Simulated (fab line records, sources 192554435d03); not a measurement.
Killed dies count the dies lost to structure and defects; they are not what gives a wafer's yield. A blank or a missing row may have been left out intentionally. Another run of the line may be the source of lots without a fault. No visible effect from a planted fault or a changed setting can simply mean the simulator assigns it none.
Matching of chambers -- flow n5Finfet -- rieDiel-01 running N5_GATE_CUT_STRIP_41: 4 sister chambers
The step strips in CF4. 4 wafers are shown with their chamber, then 9 later ones without.

## WAFERS WITH THEIR CHAMBER
wafer,chamber,drypumpMotorCurrentA (A)
L087.2,2,6.3
L087.3,0,5.7
L094.3,1,5.5
L094.5,3,5.4

## WAFERS WHOSE CHAMBER IS MISSING
wafer,drypumpMotorCurrentA (A)
L095.1,5.4
L095.3,5.5
L095.6,5.4
L096.2,5.5
L096.3,5.4
L096.6,5.5
L097.1,6.2
L097.3,5.4
L097.6,5.5

## WHICH CHAMBER EACH WENT THROUGH
wafer,from the rows above,in truth
L095.1,3,3
L095.3,1,1
L095.6,3,3
L096.2,1,1
L096.3,3,3
L096.6,1,1
L097.1,2,2
L097.3,3,3
L097.6,1,1
Correct placement for 9 of the 9. From these rows, 0 cannot be placed. Wrongly placed: 0.
How it was worked out, from the rows above alone: a wafer's distance from a chamber is the root of the sum, over the readings, of the square of ((its reading less the chamber's mean) divided by the reading's scatter). If the next closest chamber is less than 2 further off than the closest, the wafer can't be placed; otherwise it belongs to the closest. A chamber's mean is the mean of its shown wafers. The scatter: with one shown wafer a chamber, the root of the mean of the squares of how far each hidden wafer lies from its nearest shown one.
